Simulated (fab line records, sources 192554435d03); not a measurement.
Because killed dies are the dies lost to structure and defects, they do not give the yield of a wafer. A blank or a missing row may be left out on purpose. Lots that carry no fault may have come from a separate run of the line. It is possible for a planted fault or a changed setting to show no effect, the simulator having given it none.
Split-lot experiment | flow n5Finfet | 21 wafers read from 7 lots, route of 1938 steps

## SPLIT DETAILS
At N5_FIN_CUT_CUT_ETCH_26 (etches SiNx in CH3F/O2, target depth 39 nm, time 55.7 s), the setting timeS was moved away from the recipe's 55.7 s on 3 of the 21 wafers read, by -22.2% to +16.2%. All remaining wafers had this setting at the recipe value.

## FROM THE SPLIT TO THE READING: what the file shows between them, 2 steps
- N5_FIN_CUT_PRECLEAN_35: cleans in vHF, time 13.3 s (also split here: timeS)
- N5_FIN_CUT_CUT_ETCH_15: etches Si in HBr/Cl2/O2, target depth 100 nm, bt time 10 s, time 42.4 s

## THE READING
SOC_of_FIN_CUT_COAT_18.thkNm (the simulator's own value, which no gauge read), in nm, at N5_FIN_CUT_CUT_ETCH_28 (etches Si in HBr/Cl2/O2, target depth 6 nm, time 2.4 s). The file does not state a usual value for it. Here, 18 wafers ran the recipe; their average is 169.0 nm with a standard deviation of 1.1 nm.

wafer  | tool, chamber at the split | timeS as run, s | against the recipe | SOC_of_FIN_CUT_COAT_18.thkNm, nm | against lot-mates on the recipe
L078.1 | rieDiel-03, 1              | 55.7            | recipe             | 170                              | -
L078.6 | rieDiel-03, 3              | 55.7            | recipe             | 170                              | -
L078.3 | rieDiel-03, 2              | 55.7            | recipe             | 170.2                            | -
L079.2 | rieDiel-03, 1              | 55.7            | recipe             | 169.2                            | -
L079.3 | rieDiel-03, 3              | 55.7            | recipe             | 170.2                            | -
L079.5 | rieDiel-03, 0              | 55.7            | recipe             | 170                              | -
L082.2 | rieDiel-01, 3              | 64.74           | +16.2%             | 165.4                            | -4.6
L082.3 | rieDiel-01, 0              | 55.7            | recipe             | 170                              | -
L082.4 | rieDiel-01, 2              | 64.74           | +16.2%             | 166.4                            | -3.6
L091.1 | rieDiel-02, 2              | 55.7            | recipe             | 168.6                            | -
L091.2 | rieDiel-02, 0              | 55.7            | recipe             | 168.2                            | -
L091.6 | rieDiel-02, 1              | 55.7            | recipe             | 167.4                            | -
L094.1 | rieDiel-01, 2              | 55.7            | recipe             | 169                              | -
L094.4 | rieDiel-01, 0              | 55.7            | recipe             | 171                              | -
L094.5 | rieDiel-01, 1              | 43.31           | -22.2%             | 174.8                            | +4.8
L095.1 | rieDiel-01, 1              | 55.7            | recipe             | 167.2                            | -
L095.2 | rieDiel-01, 2              | 55.7            | recipe             | 167.8                            | -
L095.6 | rieDiel-01, 3              | 55.7            | recipe             | 168.2                            | -
L097.2 | rieDiel-02, 1              | 55.7            | recipe             | 168.8                            | -
L097.4 | rieDiel-02, 3              | 55.7            | recipe             | 168.6                            | -
L097.5 | rieDiel-02, 2              | 55.7            | recipe             | 167.2                            | -

THE FIT
A straight line over all 21 wafers: SOC_of_FIN_CUT_COAT_18.thkNm changes by -0.225 nm for each +1% of timeS; r = -0.82; the points scatter about the line by 1.1 nm.
The same after taking each lot's own level away (the mean of its wafers on the recipe; 21 wafers): -0.234 nm for each +1%; r = -0.95; scatter 0.57 nm.
On that fit, the largest move of timeS shifts the reading by 5.2 nm.
Across the lots, their own levels run from 167.73 to 170.07 nm, a range of 2.1 times the standard deviation given above.
Consequently the slope shifts little with the lot-to-lot level, the two slopes agreeing.
Check: with one of the wafers moved furthest among these (-22.2%) left out of the fit, the line predicts +5.62 nm for it against its lot-mates. It came out at +4.8 nm against them.

## OTHER SPLITS ON THESE WAFERS
Note: prior to the reading, these wafers also went through further splits. Each is held against what the fit with the lots' levels taken away leaves over:
other split on the same wafers      | wafers away from the commonest value | r with SOC_of_FIN_CUT_COAT_18.thkNm (lot level and that fit taken away)
N5_WELL_APT_EXPOSE_05 doseMj        | 8                                    | -0.10
N5_WELL_APT_DEVELOP_07 developTimeS | 9                                    | +0.25
N5_FIN_SAQP_HM_DEP_72 timeS         | 3                                    | +0.07
N5_FIN_CUT_PRECLEAN_35 timeS        | 9                                    | -0.27

## THE WHOLE CHAIN: every reading that the file lists as answering this split, in the file's order
step                   | what it does                                                            | reading                                                                       | change (the file's fit)               | r (the file's)
N5_FIN_CUT_CUT_ETCH_26 | etches SiNx in CH3F/O2, target depth 39 nm, time 55.7 s                 | etch.depthNm (the simulator's own value, which no gauge read)                 | +0.402 nm for each +1% of the setting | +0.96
N5_FIN_CUT_CUT_ETCH_26 | etches SiNx in CH3F/O2, target depth 39 nm, time 55.7 s                 | SOC_of_FIN_CUT_COAT_18.thkNm (the simulator's own value, which no gauge read) | -0.215 nm for each +1% of the setting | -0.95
N5_FIN_CUT_CUT_ETCH_15 | etches Si in HBr/Cl2/O2, target depth 100 nm, bt time 10 s, time 42.4 s | SOC_of_FIN_CUT_COAT_18.thkNm (the simulator's own value, which no gauge read) | -0.237 nm for each +1% of the setting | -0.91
N5_FIN_CUT_CUT_ETCH_28 | etches Si in HBr/Cl2/O2, target depth 6 nm, time 2.4 s                  | SOC_of_FIN_CUT_COAT_18.thkNm (the simulator's own value, which no gauge read) | -0.229 nm for each +1% of the setting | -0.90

## THE FILE'S OWN FIT
SOC_of_FIN_CUT_COAT_18.thkNm changes by -0.229 nm for each +1% of timeS, r = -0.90.
